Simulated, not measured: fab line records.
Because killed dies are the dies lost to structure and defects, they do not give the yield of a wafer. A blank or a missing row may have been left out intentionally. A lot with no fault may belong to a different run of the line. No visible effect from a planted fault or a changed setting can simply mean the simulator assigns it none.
fab line records	flow n5-finfet
record lots=10	wafers=30	last-day=17
route steps=1938 shown BEOL_M9@1446 PAD_METAL@1894 PASSIVATION@1911
lots that met no fault: from a run of the same line without faults
start-h: the number of hours between the record's first day and the start of the first shown wafer of the lot	wait-h: time in hours since the lot's previous step	" identical to the entry in the row above	L1.1+2: one row covering several wafers at once	- no value present, or no start provided	* or withheld: withheld	< > ~ a bound
route shown NAME@n: a module of which the file shows steps, and the number in the route of the first	usual: average and standard deviation across the fault-free wafers	same: alike in all rows	chamber/n: place in a boat	sites: per-site readings	_std_site: how widely they spread, as a standard deviation	_edge_site: mean of outer sites minus mean of inner sites	radius-mm: how far each site lies from the wafer's centre	mask NAME#n: copy n	behind: the most recent tool/chamber to have shaped the wafer	hold: what put the lot on hold/how long, in hours/how the hold closed	device: transistor that didn't switch, given as n, p or np	end of line: the route-end tests of the same wafers	where a step has no rows: the recipe by itself	killed: dies lost to structure and defects at the first sort, not the wafer's yield	map: per-die view of a wafer (x killed, . not killed, _ where there is no die)
set.NAME: the setting that was run; set.NAME@STEP: the one run at that earlier step	model.NAME: the simulator's own value behind a step, which no gauge read
route steps across a sampled set of lots; one table per step, one row per wafer
services: from which hour (start-h, from the record's first day; less than 0 if before it) a tool's chamber was out of use, for how many hours, and why
## steps
# step N5_BEOL_M9_TRENCH_ETCH_37
# recipe chemistry=C4F6/O2	target-depth-a=1514.3	target=SiCOH_lowk	time-s=49	ion-energy-ev=250	pressure-mtorr=30	source-w=345	bias-w=185	Ar_flow_sccm=300	C4F6_flow_sccm=10	O2_flow_sccm=10
# usual drypump-motor-current-A=5.7/0.39	oes-product-au=0.79/0.066	rf-vpp-V=665/6.6	showerhead-plenum-p-Torr=2.85/0.065	throttle-valve-pct=20.84/0.24
lot.wafer	tool	chamber	start-h	wait-h	drypump-motor-current-A	oes-product-au	rf-hours-counter-h	rf-vpp-V	showerhead-plenum-p-Torr	throttle-valve-pct
L191.1	rie-diel-03	1	208.71	-	6.2	0.73	162	672	2.96	20.90
L191.3	"	2	"	"	5.5	0.73	154	666	2.85	20.90
L191.6	"	2	"	"	5.4	0.74	-	665	2.84	20.88
L192.1	rie-diel-05	0	210.49	-	5.7	0.69	237	655	2.81	21.30
L192.4	"	1	"	"	6.2	0.80	106	664	2.87	21.25
L192.5	"	0	"	"	5.7	0.69	-	657	2.81	21.30
L193.2	rie-diel-05	3	217.10	-	5.4	0.74	182	657	2.83	21.41
L193.3	"	1	"	"	6.2	0.80	107	665	2.87	21.25
L193.6	"	3	"	"	5.4	0.74	-	658	2.83	21.40
L194.3	rie-diel-01	1	226.48	-	5.8	0.83	92	677	2.88	20.90
L194.4	"	3	"	"	5.2	0.96	11	665	2.91	20.60
L194.6	"	1	"	"	5.7	0.84	-	678	2.88	20.90
L197.1	rie-diel-03	3	249.36	-	6.2	0.87	56	662	2.89	20.75
L197.4	"	0	"	"	6.2	0.77	-	662	2.74	20.66
L197.6	"	1	"	"	6.2	0.73	-	670	2.96	20.92
L203.2	rie-diel-01	2	271.69	-	5.7	0.81	84	669	2.76	20.58
L203.3	"	0	"	"	5.6	0.74	165	661	2.85	20.97
L203.5	"	0	"	"	5.6	0.74	-	660	2.85	20.96
L202.2	rie-diel-03	1	278.75	-	6.2	0.72	186	673	2.95	20.94
L202.3	"	3	"	"	6.3	0.85	69	662	2.88	20.78
L202.4	"	0	"	"	6.2	0.75	-	659	2.73	20.68
L209.1	rie-diel-03	2	311.44	-	5.5	0.72	179	664	2.83	20.93
L209.4	"	0	"	"	6.2	0.74	171	659	2.73	20.70
L209.6	"	3	"	"	6.2	0.83	-	662	2.87	20.79
L213.2	rie-diel-03	1	342.33	-	6.1	0.70	211	671	2.94	20.96
L213.4	"	2	"	"	5.4	0.70	189	666	2.83	20.94
L213.5	"	0	"	"	6.1	0.73	-	660	2.72	20.72
L210.3	rie-diel-05	2	342.67	-	5.0	0.84	62	650	2.89	20.41
L210.4	"	1	"	"	6.2	0.76	133	664	2.85	21.27
L210.6	"	1	"	"	6.3	0.76	-	663	2.85	21.28
# step N5_PASSIVATION_PRE_CLEAN_19
# recipe gas=H2/He	time-s=*	temp-c=*
# usual heater-power-w=490/58
lot.wafer	tool	chamber	start-h	wait-h	heater-power-w
L191.1	pvd-sputter-02	-	257.53	0.0	436
L191.3	"	-	"	"	581
L191.6	"	-	"	"	548
L192.1	pvd-sputter-01	-	259.95	0.0	437
L192.4	"	-	"	"	549
L192.5	"	-	"	"	439
L193.2	pvd-sputter-02	-	262.13	0.0	546
L193.3	"	-	"	"	392
L193.6	"	-	"	"	444
L194.3	pvd-sputter-02	-	280.93	0.0	574
L194.4	"	-	"	"	433
L194.6	"	-	"	"	565
L197.1	pvd-sputter-01	-	300.56	0.0	483
L197.4	"	-	"	"	552
L197.6	"	-	"	"	556
L203.2	pvd-sputter-03	-	326.99	0.0	488
L203.3	"	-	"	"	426
L203.5	"	-	"	"	422
L202.2	pvd-sputter-01	-	330.03	0.0	438
L202.3	"	-	"	"	529
L202.4	"	-	"	"	551
L209.1	pvd-sputter-01	-	362.93	0.0	514
L209.4	"	-	"	"	446
L209.6	"	-	"	"	563
L213.2	pvd-sputter-03	-	396.32	0.0	500
L213.4	"	-	"	"	423
L213.5	"	-	"	"	404
L210.3	pvd-sputter-03	-	396.76	0.0	400
L210.4	"	-	"	"	413
L210.6	"	-	"	"	423
# step N5_PASSIVATION_STRIP_34
# recipe chemistry=O2	power-w=600	temp-c=60	pressure-mtorr=30	rf-frequency-hz=6e+07	bias-power-w=0	overash-fraction=2	o2-flow-sccm=225
# usual drypump-motor-current-A=5.6/0.54	oes-product-au=0.82/0.075	rf-vpp-V=3.5/1.4	showerhead-plenum-p-Torr=2.10/0.057	throttle-valve-pct=16.57/0.18
# same bias-power-w=0
lot.wafer	tool	chamber	start-h	wait-h	drypump-motor-current-A	oes-product-au	rf-hours-counter-h	rf-vpp-V	showerhead-plenum-p-Torr	throttle-valve-pct
L191.1	rie-diel-04	3	258.83	0.1	5.5	0.75	143	2.8	2.10	16.76
L191.3	"	0	"	"	6.2	0.80	87	4.7	2.12	16.22
L191.6	"	0	"	"	6.3	0.82	-	2.5	2.12	16.24
L192.1	rie-diel-02	2	261.39	0.1	5.0	0.77	125	4.1	2.10	16.82
L192.4	"	3	"	"	5.9	0.87	62	3.6	2.22	16.49
L192.5	"	3	"	"	5.9	0.87	-	4.8	2.21	16.42
L193.2	rie-diel-06	3	263.73	0.1	5.0	1.04	1	4.2	2.06	16.44
L193.3	"	2	"	"	6.1	0.82	79	4.2	2.04	16.62
L193.6	"	3	"	"	4.9	1.02	-	2.4	2.06	16.38
L194.3	rie-diel-04	2	282.24	0.1	5.1	0.85	81	2.2	2.11	16.39
L194.4	"	1	"	"	5.5	0.68	238	1.7	2.07	16.90
L194.6	"	0	"	"	6.3	0.82	-	3.3	2.12	16.24
L197.1	rie-diel-04	3	301.88	0.1	5.5	0.76	160	5.2	2.09	16.74
L197.4	"	2	"	"	5.1	0.84	91	2.6	2.10	16.43
L197.6	"	3	"	"	5.5	0.74	-	5.0	2.09	16.74
L203.2	rie-diel-06	0	328.30	0.1	5.9	0.96	7	2.9	2.05	16.26
L203.3	"	3	"	"	5.0	0.92	26	4.7	2.05	16.45
L203.5	"	0	"	"	5.9	0.96	-	2.3	2.05	16.32
L202.2	rie-diel-02	1	331.55	0.2	6.7	0.86	70	3.6	2.04	16.59
L202.3	"	2	"	"	5.0	0.76	148	3.8	2.09	16.88
L202.4	"	3	"	"	5.9	0.82	86	3.4	2.21	16.50
L209.1	rie-diel-04	0	364.57	0.1	6.3	0.77	131	5.1	2.11	16.32
L209.4	"	1	"	"	5.4	0.93	9	2.6	2.06	16.48
L209.6	"	2	"	"	5.1	0.81	-	4.6	2.10	16.42
L213.2	rie-diel-04	2	397.75	0.1	5.1	0.82	121	3.3	2.09	16.49
L213.4	"	1	"	"	5.5	0.89	-	5.3	2.06	16.48
L213.5	"	0	"	"	6.2	0.76	-	4.0	2.10	16.31
L210.3	rie-diel-02	3	398.06	0.1	5.9	0.82	106	3.4	2.20	16.46
L210.4	"	0	"	"	5.0	0.81	68	3.1	2.21	16.61
L210.6	"	2	"	"	4.9	0.74	-	2.0	2.08	16.90
# step N5_PASSIVATION_PROBE_49
# usual defect-limited-yield=91.3/1.3	killed_at_M0_to_M3=33/8.9	killed_at_M4_up=15/5.4	killed-at-contacts=13/5.8	killed-at-front-end=39/9.9	killed-at-other=3.2/2.9	killed-dies=102/15	killed-open=68/12	killed-short=34/7.6	sort_bin_4_leakage=0.00/0.007	sort_bin_5_function=5.1/0.89	sort_bin_6_memory=3.2/0.63	sort-n-pass=1078/15	sort-yield-pct=91.3/1.3
# same gross-dies=1180	killed-at-back-side=0	sort_bin_8_speed[%]=0
lot.wafer	tool	chamber	start-h	wait-h	defect-limited-yield[%]	killed_at_M0_to_M3	killed_at_M4_up	killed-at-contacts	killed-at-front-end	killed-at-other	killed-dies	killed-open	killed-short	sort_bin_4_leakage[%]	sort_bin_5_function[%]	sort_bin_6_memory[%]	sort-n-pass	sort-yield-pct[%]
L191.1	prober-01	-	263.01	0.0	90.9	24	24	14	41	4	107	79	28	0	5.0	3.7	1073	90.9
L191.3	prober-01	-	263.11	0.1	92.7	27	12	11	33	3	86	56	30	0	3.9	3.3	1094	92.7
L191.6	prober-01	-	263.26	0.3	92.0	45	11	9	21	8	94	59	34	0	5.2	2.2	1086	92.0
L192.1	prober-01	-	266.59	0.0	91.6	45	12	20	18	4	99	55	43	0	4.5	3.6	1081	91.6
L192.4	prober-01	-	266.74	0.2	93.1	25	14	14	28	1	82	55	26	0	4.5	2.4	1098	93.1
L192.5	prober-01	-	266.79	0.2	93.6	26	16	10	22	2	76	59	16	0	4.1	2.3	1104	93.6
L193.2	prober-02	-	268.61	0.1	90.0	33	15	15	55	0	118	88	30	0	5.9	3.9	1062	90.0
L193.3	prober-02	-	268.66	0.1	89.9	28	20	22	48	1	119	84	35	0	5.2	4.6	1061	89.9
L193.6	prober-02	-	268.81	0.3	92.4	17	27	11	35	0	90	63	27	0	4.7	3.0	1090	92.4
L194.3	prober-02	-	286.52	0.1	92.1	40	16	7	20	10	93	67	26	0	4.7	3.1	1087	92.1
L194.4	prober-02	-	286.57	0.2	90.7	44	18	13	29	6	110	70	38	0	5.3	3.9	1070	90.7
L194.6	prober-02	-	286.67	0.3	93.4	29	12	4	26	7	78	50	27	0	3.9	2.5	1102	93.4
L197.1	prober-02	-	306.13	0.0	92.7	34	11	6	32	3	86	49	37	0	4.0	2.9	1094	92.7
L197.4	prober-02	-	306.28	0.2	92.3	22	16	9	39	5	91	61	29	0	4.4	3.1	1089	92.3
L197.6	prober-02	-	306.38	0.3	92.3	17	17	19	37	1	91	65	24	0	4.3	3.3	1089	92.3
L203.2	prober-01	-	332.60	0.1	89.2	60	10	24	32	1	127	79	48	0	5.8	4.6	1053	89.2
L203.3	prober-01	-	332.65	0.1	79.1	40	158	6	43	0	247	68	29	0	12.1	4.7	933	79.1
L203.5	prober-01	-	332.75	0.2	80.0	31	157	10	31	7	236	59	29	0	12.2	3.8	944	80.0
L202.2	prober-01	-	336.70	0.1	92.5	18	19	7	36	8	88	60	27	0	4.2	3.1	1092	92.5
L202.3	prober-01	-	336.75	0.1	92.1	29	8	14	31	11	93	57	36	0	4.4	3.1	1087	92.1
L202.4	prober-01	-	336.80	0.2	89.5	27	28	8	55	6	124	85	36	0	6.5	3.7	1056	89.5
L209.1	prober-01	-	369.10	0.0	91.9	34	10	10	32	9	95	54	40	0	4.7	3.0	1085	91.9
L209.4	prober-01	-	369.25	0.2	91.9	29	9	17	40	1	96	59	36	0	4.7	3.1	1084	91.9
L209.6	prober-01	-	369.35	0.3	91.8	50	9	17	21	0	97	66	29	0	4.7	3.2	1083	91.8
L213.2	prober-02	-	402.13	0.1	90.5	25	13	20	50	4	112	73	39	0	5.6	3.5	1068	90.5
L213.4	prober-02	-	402.23	0.2	90.2	42	7	25	41	1	116	75	41	0.08	6.1	3.5	1063	90.1
L213.5	prober-02	-	402.28	0.2	90.3	38	10	23	41	3	115	82	33	0	5.8	3.6	1065	90.3
L210.3	prober-01	-	402.58	0.1	92.1	15	12	21	41	4	93	59	33	0	4.8	2.6	1087	92.1
L210.4	prober-01	-	402.63	0.2	90.3	41	12	16	41	5	115	77	37	0	5.9	3.3	1065	90.3
L210.6	prober-01	-	402.73	0.3	91.4	27	11	22	37	4	101	78	21	0	4.8	3.4	1079	91.4
# killed by level:class
L191.1 BEOL_M0_SAQP:geometric-particle:open=9 FIN_SAQP:geometric-particle:open=8 MOL_CONTACT_COAG:geometric-particle:open=8 BEOL_M4:geometric-particle:open=8 STARTING-WAFER:geometric-particle:open=7 MOL_CONTACT_COAG:geometric-particle:short=6 STI_FIN_REVEAL:geometric-particle:open=5 BEOL_M5:geometric-particle:open=5
L191.3 BEOL_M0_SAQP:geometric-particle:open=12 MOL_CONTACT_COAG:geometric-particle:open=9 BEOL_M0_SAQP:geometric-particle:short=8 FIN_SAQP:geometric-particle:short=7 STI_FIN_REVEAL:geometric-particle:open=5 DUMMY_GATE:geometric-particle:open=5 FIN_SAQP:geometric-particle:open=4 BEOL_M3:geometric-particle:open=4
L191.6 BEOL_M0_SAQP:geometric-particle:short=10 BEOL_M0_SAQP:geometric-particle:open=9 MOL_CONTACT_COAG:geometric-particle:open=8 BEOL_M3:geometric-particle:open=8 BEOL_M1:geometric-particle:open=6 BEOL_M3:geometric-particle:short=6 PASS1_CAP:geometric-particle:open=5 STARTING-WAFER:geometric-particle:open=5
L192.1 BEOL_M0_SAQP:geometric-particle:short=14 MOL_CONTACT_COAG:geometric-particle:open=13 BEOL_M2:geometric-particle:open=12 BEOL_M0_SAQP:geometric-particle:open=10 MOL_CONTACT_COAG:geometric-particle:short=7 BEOL_M4:geometric-particle:short=4 ILD0:geometric-particle:short=3 BEOL_M3:geometric-particle:short=3
L192.4 BEOL_M0_SAQP:geometric-particle:short=10 MOL_CONTACT_COAG:geometric-particle:open=9 BEOL_M0_SAQP:geometric-particle:open=6 BEOL_M3:geometric-particle:open=6 BEOL_M4:geometric-particle:open=6 MOL_CONTACT_COAG:geometric-particle:short=5 STARTING-WAFER:geometric-particle:open=5 FIN_SAQP:geometric-particle:open=4
L192.5 FIN_SAQP:geometric-particle:open=9 BEOL_M2:geometric-particle:open=9 MOL_CONTACT_COAG:geometric-particle:open=7 BEOL_M3:geometric-particle:open=6 BEOL_M4:geometric-particle:open=6 DUMMY_GATE:geometric-particle:open=5 BEOL_M0_SAQP:geometric-particle:short=4 FIN_SAQP:geometric-particle:short=3
L193.2 MOL_CONTACT_COAG:geometric-particle:open=14 DUMMY_GATE:geometric-particle:open=13 BEOL_M1:geometric-particle:open=13 STI_FIN_REVEAL:geometric-particle:open=9 BEOL_M4:geometric-particle:open=9 GATE_CUT:geometric-particle:short=9 FIN_SAQP:geometric-particle:short=8 BEOL_M2:geometric-particle:open=7
L193.3 STI_FIN_REVEAL:geometric-particle:open=21 MOL_CONTACT_COAG:geometric-particle:open=15 BEOL_M4:geometric-particle:open=14 GATE_CUT:geometric-particle:short=8 MOL_CONTACT_COAG:geometric-particle:short=7 BEOL_M0_SAQP:geometric-particle:open=6 BEOL_M2:geometric-particle:open=6 DUMMY_GATE:geometric-particle:open=4
L193.6 BEOL_M4:geometric-particle:open=20 STI_FIN_REVEAL:geometric-particle:open=10 MOL_CONTACT_COAG:geometric-particle:open=10 FIN_SAQP:geometric-particle:short=7 BEOL_M0_SAQP:geometric-particle:open=6 DUMMY_GATE:geometric-particle:open=4 GATE_CUT:geometric-particle:short=3 STARTING-WAFER:geometric-particle:short=3
L194.3 BEOL_M0_SAQP:geometric-particle:open=13 FIN_SAQP:geometric-particle:open=9 BEOL_M0_SAQP:geometric-particle:short=8 BEOL_M2:geometric-particle:open=7 MOL_CONTACT_COAG:geometric-particle:open=6 BEOL_M4:geometric-particle:open=6 PAD_METAL:geometric-particle:open=6 BEOL_M2:geometric-particle:short=4
L194.4 MOL_CONTACT_COAG:geometric-particle:open=11 BEOL_M2:geometric-particle:short=8 BEOL_M0_SAQP:geometric-particle:open=7 BEOL_M2:geometric-particle:open=7 DUMMY_GATE:geometric-particle:open=6 BEOL_M0_SAQP:geometric-particle:short=6 STARTING-WAFER:geometric-particle:open=6 GATE_CUT:geometric-particle:short=5
L194.6 BEOL_M0_SAQP:geometric-particle:short=6 BEOL_M2:geometric-particle:open=6 DUMMY_GATE:geometric-particle:open=5 GATE_CUT:geometric-particle:short=5 BEOL_M0_SAQP:geometric-particle:open=5 BEOL_M3:geometric-particle:open=5 FIN_SAQP:geometric-particle:open=4 MOL_CONTACT_COAG:geometric-particle:open=4
L197.1 BEOL_M3:geometric-particle:open=8 FIN_SAQP:geometric-particle:short=6 STI_FIN_REVEAL:geometric-particle:open=6 BEOL_M0_SAQP:geometric-particle:open=6 BEOL_M1:geometric-particle:short=5 STARTING-WAFER:geometric-particle:short=5 GATE_CUT:geometric-particle:short=4 BEOL_M1:geometric-particle:open=4
L197.4 STI_FIN_REVEAL:geometric-particle:open=15 BEOL_M4:geometric-particle:open=9 FIN_SAQP:geometric-particle:short=8 MOL_CONTACT_COAG:geometric-particle:open=6 DUMMY_GATE:geometric-particle:open=4 BEOL_M1:geometric-particle:open=4 BEOL_M2:geometric-particle:open=4 MOL_CONTACT_COAG:geometric-particle:short=3
L197.6 MOL_CONTACT_COAG:geometric-particle:open=16 STI_FIN_REVEAL:geometric-particle:open=9 BEOL_M4:geometric-particle:open=7 FIN_SAQP:geometric-particle:open=6 BEOL_M3:geometric-particle:open=5 BEOL_M8:geometric-particle:open=4 FIN_SAQP:geometric-particle:short=3 STI_FIN_REVEAL:geometric-particle:short=3
L203.2 MOL_CONTACT_COAG:geometric-particle:open=18 BEOL_M0_SAQP:geometric-particle:open=17 BEOL_M0_SAQP:geometric-particle:short=13 BEOL_M2:geometric-particle:open=8 FIN_SAQP:geometric-particle:open=7 DUMMY_GATE:geometric-particle:open=7 BEOL_M3:geometric-particle:open=7 MOL_CONTACT_COAG:geometric-particle:short=6
L203.3 BEOL_M9:unspecified=150 STI_FIN_REVEAL:geometric-particle:open=13 BEOL_M3:geometric-particle:open=13 BEOL_M0_SAQP:geometric-particle:short=8 BEOL_M2:geometric-particle:open=8 DUMMY_GATE:geometric-particle:open=7 BEOL_M0_SAQP:geometric-particle:open=6 FIN_SAQP:geometric-particle:open=5
L203.5 BEOL_M9:unspecified=148 FIN_SAQP:geometric-particle:open=9 MOL_CONTACT_COAG:geometric-particle:open=8 BEOL_M1:geometric-particle:open=8 FIN_SAQP:geometric-particle:short=7 BEOL_M0_SAQP:geometric-particle:short=5 STI_FIN_REVEAL:geometric-particle:open=4 DUMMY_GATE:geometric-particle:open=4
L202.2 FIN_SAQP:geometric-particle:open=15 FIN_SAQP:geometric-particle:short=11 BEOL_M4:geometric-particle:open=10 MOL_CONTACT_COAG:geometric-particle:open=7 DUMMY_GATE:geometric-particle:open=5 BEOL_M2:geometric-particle:open=5 BEOL_M3:geometric-particle:open=4 PAD_METAL:geometric-particle:short=4
L202.3 FIN_SAQP:geometric-particle:short=12 MOL_CONTACT_COAG:geometric-particle:open=11 BEOL_M3:geometric-particle:open=8 PAD_METAL:geometric-particle:short=6 BEOL_M0_SAQP:geometric-particle:open=5 BEOL_M1:geometric-particle:open=5 FIN_SAQP:geometric-particle:open=4 BEOL_M0_SAQP:geometric-particle:short=4
L202.4 BEOL_M4:geometric-particle:open=19 FIN_SAQP:geometric-particle:open=17 FIN_SAQP:geometric-particle:short=14 BEOL_M3:geometric-particle:open=13 STI_FIN_REVEAL:geometric-particle:open=10 MOL_CONTACT_COAG:geometric-particle:open=5 BEOL_M3:geometric-particle:short=5 BEOL_M5:geometric-particle:open=4
L209.1 BEOL_M3:geometric-particle:open=13 MOL_CONTACT_COAG:geometric-particle:open=9 FIN_SAQP:geometric-particle:short=7 BEOL_M0_SAQP:geometric-particle:short=5 DUMMY_GATE:geometric-particle:open=4 BEOL_M0_SAQP:geometric-particle:open=4 MIM_TOP_ETCH:geometric-particle:short=4 FIN_SAQP:geometric-particle:open=3
L209.4 FIN_SAQP:geometric-particle:open=13 MOL_CONTACT_COAG:geometric-particle:open=10 FIN_SAQP:geometric-particle:short=7 MOL_CONTACT_COAG:geometric-particle:short=7 BEOL_M0_SAQP:geometric-particle:short=7 BEOL_M2:geometric-particle:open=7 ILD0:geometric-particle:open=5 STI_FIN_REVEAL:geometric-particle:open=4
L209.6 BEOL_M0_SAQP:geometric-particle:open=15 BEOL_M3:geometric-particle:open=13 MOL_CONTACT_COAG:geometric-particle:open=13 BEOL_M0_SAQP:geometric-particle:short=7 FIN_SAQP:geometric-particle:open=5 BEOL_M3:geometric-particle:short=5 MOL_CONTACT_COAG:geometric-particle:short=4 FIN_SAQP:geometric-particle:short=3
L213.2 MOL_CONTACT_COAG:geometric-particle:open=16 FIN_SAQP:geometric-particle:open=9 FIN_SAQP:geometric-particle:short=9 STI_FIN_REVEAL:geometric-particle:open=8 BEOL_M0_SAQP:geometric-particle:open=6 BEOL_M1:geometric-particle:short=6 BEOL_M5:geometric-particle:open=6 DUMMY_GATE:geometric-particle:open=5
L213.4 MOL_CONTACT_COAG:geometric-particle:open=20 BEOL_M0_SAQP:geometric-particle:open=13 STI_FIN_REVEAL:geometric-particle:open=12 BEOL_M0_SAQP:geometric-particle:short=8 BEOL_M2:geometric-particle:short=7 FIN_SAQP:geometric-particle:short=5 FIN_SAQP:geometric-particle:open=5 MOL_CONTACT_COAG:geometric-particle:short=5
L213.5 MOL_CONTACT_COAG:geometric-particle:open=22 STI_FIN_REVEAL:geometric-particle:open=15 BEOL_M0_SAQP:geometric-particle:short=9 BEOL_M0_SAQP:geometric-particle:open=9 BEOL_M1:geometric-particle:open=6 STI_FIN_REVEAL:geometric-particle:short=5 DUMMY_GATE:geometric-particle:open=5 BEOL_M1:geometric-particle:short=5
L210.3 MOL_CONTACT_COAG:geometric-particle:open=18 FIN_SAQP:geometric-particle:open=13 FIN_SAQP:geometric-particle:short=6 STI_FIN_REVEAL:geometric-particle:open=6 BEOL_M4:geometric-particle:open=6 BEOL_M2:geometric-particle:open=4 BEOL_M4:geometric-particle:short=4 GATE_CUT:geometric-particle:short=3
L210.4 MOL_CONTACT_COAG:geometric-particle:open=15 BEOL_M2:geometric-particle:open=13 BEOL_M0_SAQP:geometric-particle:short=10 FIN_SAQP:geometric-particle:open=8 STI_FIN_REVEAL:geometric-particle:open=8 FIN_SAQP:geometric-particle:short=7 DUMMY_GATE:geometric-particle:open=7 BEOL_M0_SAQP:geometric-particle:open=7
L210.6 MOL_CONTACT_COAG:geometric-particle:open=22 FIN_SAQP:geometric-particle:open=11 BEOL_M4:geometric-particle:open=7 STI_FIN_REVEAL:geometric-particle:open=6 BEOL_M0_SAQP:geometric-particle:open=6 STARTING-WAFER:geometric-particle:open=5 BEOL_M0:geometric-particle:open=4 BEOL_M3:geometric-particle:open=4
## services
tool	chamber	start-h	hours	kind
pvd-sputter-02	-	187.05	3.7	repair
rie-diel-02	3	196.56	2.4	repair
rie-diel-02	-	217.41	0.9	repair
rie-diel-02	-	221.67	28.1	pm
rie-diel-01	-	232.90	2.8	pm
rie-diel-03	2	248.66	32.5	repair
rie-diel-05	-	255.94	4.4	repair
rie-diel-03	3	261.12	1.6	repair
rie-diel-05	0	261.54	-	clean
rie-diel-05	0	261.54	-	consumable-replace:focus-ring
rie-diel-05	-	265.35	34.4	repair
rie-diel-04	1	283.96	9.8	repair
rie-diel-04	2	306.92	9.3	repair
rie-diel-04	1	322.19	-	clean
rie-diel-04	1	322.19	-	consumable-replace:focus-ring
rie-diel-04	1	322.19	16.8	scheduled-down
rie-diel-04	1	322.19	16.8	vent-cycle
pvd-sputter-03	-	338.38	2.8	repair
rie-diel-03	1	349.49	7.0	repair
rie-diel-05	3	353.07	7.0	repair
rie-diel-02	0	360.62	1.7	repair
rie-diel-04	-	370.58	2.8	pm
rie-diel-02	3	381.32	10.0	repair
rie-diel-04	3	392.98	7.8	repair
## key
first-sign step=N5_PASSIVATION_PROBE_49	reading=killed_at_M4_up	direction=up	sigmas=27	usual=15	struck=158
effect step=N5_PASSIVATION_PROBE_49	reading=killed-dies	direction=up	sigmas=9.2	usual=102	struck=242
more-kills-born-at N5_BEOL_M9_TRENCH_ETCH_37@rie-diel-01=298
met-at N5_BEOL_M9_TRENCH_ETCH_37
struck-lots L203
struck-wafers L203.3,L203.5
not-acting-at N5_PASSIVATION_PRE_CLEAN_19,N5_PASSIVATION_STRIP_34
fault kind=chamber-particle-source	tool=rie-diel-01	chamber=0	onset-h=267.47	steps=N5_BEOL_M9_TRENCH_ETCH_37	rate-per-visit-cm2=2.0215	end-h=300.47
